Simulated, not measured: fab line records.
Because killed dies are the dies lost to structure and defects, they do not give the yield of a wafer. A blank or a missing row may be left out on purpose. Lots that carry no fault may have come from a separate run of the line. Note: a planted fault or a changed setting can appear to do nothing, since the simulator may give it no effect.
Matching of chambers	flow nand harc	NHARC_A_M0_ETCH_34 on rie diel-09: 4 sister chambers
The step etches the open film in N2/H2, target depth 40 nm, overetch 12 nm, time 43.94 s. 20 wafers are shown with their chamber, then 10 later ones without.

## WAFERS PAIRED WITH THEIR CHAMBERS
wafer	chamber	drypump motor current A (A)	rf vpp V (V)	throttle valve pct (%)
L075.2	2	6.3	433.9	14.178
L075.4	0	5.9	433.6	14.170
L075.5	3	5.9	434.9	14.169
L079.4	2	6.3	434.3	14.181
L079.5	3	5.9	435.2	14.180
L079.6	0	5.9	433.0	14.166
L085.1	2	6.3	432.7	14.166
L085.2	3	6.0	435.0	14.179
L085.6	0	5.9	431.8	14.161
L089.1	2	6.3	434.0	14.173
L089.2	0	5.9	433.5	14.167
L089.5	3	5.9	436.2	14.163
L091.1	3	5.9	434.2	14.177
L091.2	2	6.3	434.5	14.182
L091.6	3	5.9	434.7	14.162
L092.1	2	6.3	433.5	14.185
L092.3	0	5.9	433.4	14.173
L092.5	3	5.9	434.4	14.169
L093.3	1	6.8	435.0	14.155
L093.5	2	6.3	435.2	14.154

SIGNATURES, as means of the wafers listed above
reading	chamber 0	chamber 1	chamber 2	chamber 3	scatter within a chamber
drypump motor current A	5.900	6.800	6.300	5.914	0.0231
rf vpp V	433.060	435.000	434.014	434.943	0.728
throttle valve pct	14.16740	14.15500	14.17414	14.17129	0.0084
Rule: for each reading, subtract the chamber's mean from the wafer's reading, divide by that reading's scatter and square the result; add these up over the readings and take the root, which gives the wafer's distance from the chamber. The wafer belongs to the nearest chamber; if the next one is less than 2 further off, it can't be placed. How the scatter is found: for the shown wafers, subtract from each reading the mean of its chamber, square and add these, divide the total by (wafers less chambers), then take the root.

## WAFERS WHOSE CHAMBER IS MISSING
wafer	drypump motor current A (A)	rf vpp V (V)	throttle valve pct (%)
L093.6	6.8	432.2	14.173
L094.2	6.3	432.2	14.169
L094.3	5.9	434.0	14.171
L094.4	5.9	432.2	14.173
L095.2	5.9	433.8	14.179
L095.4	5.9	432.2	14.188
L095.5	5.9	432.3	14.173
L097.3	5.9	433.4	14.171
L097.4	6.7	432.8	14.163
L097.6	6.3	433.9	14.176

## WHICH CHAMBER EACH ONE RAN IN
wafer	from the rows above	in truth
L093.6	1	1
L094.2	2	2
L094.3	can't be placed: 0 or 3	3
L094.4	0	0
L095.2	can't be placed: 0 or 3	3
L095.4	can't be placed: 0 or 3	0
L095.5	0	0
L097.3	can't be placed: 0 or 3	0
L097.4	1	1
L097.6	2	2
Correctly placed: 6 of 10. Cannot be placed on the basis of these rows: 4; the candidates contain the true chamber in 4. Placed wrongly: 0.
